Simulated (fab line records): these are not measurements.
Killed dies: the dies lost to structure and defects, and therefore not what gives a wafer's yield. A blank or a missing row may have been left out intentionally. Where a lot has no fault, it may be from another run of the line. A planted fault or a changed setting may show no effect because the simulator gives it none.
One fault through the eyes of 2 desks	flow n5Finfet	each desk has only its own numbers; what lay behind them comes last

THE DEFECT DESK
Counts from the inspections along the route, per lot, as means over the sampled wafers that have a number. A lot is out of limits, marked OUT, if its mean lies more than 4 standard deviations from the usual mean; the brackets give that distance.
Columns: A = rawDefectCount at N5_SD_EPI_P_INSPECT_26, usual 176
lot	first seen here	A
L455	day 4 04:36	181
L456	day 4 10:08	158
L458	day 4 22:38	251
L459	day 5 08:43	180
L460	day 5 09:41	176
L461	day 5 17:35	139
L463	day 6 07:12	212
L464	day 6 09:13	172
L469	day 7 19:24	461 (+7.9) OUT
L471	day 8 06:48	362 (+5.2) OUT
L474	day 9 00:11	162
L475	day 9 05:53	175
This desk's finding: out of limits on L469, L471; first on L469, day 7 19:24 (rawDefectCount at N5_SD_EPI_P_INSPECT_26). L455, L456, L458, L459, L460, L461, L463, L464, L474, L475 stayed within limits.

METROLOGY DESK
Lot by lot, what the gauges showed, no matter which tool ran the lot: averages of those sampled wafers that carry a number. A lot is out of limits, marked OUT, if its mean lies more than 4 standard deviations from the usual mean; the brackets give that distance.
Columns: A = cdNm at N5_SD_EPI_P_CD_MEAS_09, usual 240.0 nm
lot	first seen here	A
L455	day 4 00:34	240.5
L456	day 4 05:29	239.6
L458	day 4 18:50	239.3
L459	day 5 03:55	240.9
L460	day 5 05:44	240.9
L461	day 5 12:52	239.1
L463	day 6 02:27	239.4
L464	day 6 05:21	238.6
L469	day 7 12:11	240.2
L471	day 8 01:01	240.3
L474	day 8 20:23	240.4
L475	day 9 02:05	240.3
This desk's finding: nothing out of limits on any of the 12 lots.

ALL TOGETHER
The defect desk could have raised an alarm at day 7 19:24, on L469, L471.
At the metrology desk, nothing out of limits was observed.
The metrology desk has L469, L471 on record, within its limits.
All the named lots went through N5_SD_EPI_P_EPI_21 on epiRpcvd-03.

WHAT THE SIMULATOR PUT IN
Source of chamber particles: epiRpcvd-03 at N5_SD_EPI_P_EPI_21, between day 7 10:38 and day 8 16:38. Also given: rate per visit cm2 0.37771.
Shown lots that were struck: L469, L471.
Hours from the fault's start to each desk's first reading out of limits: the defect desk, 9.
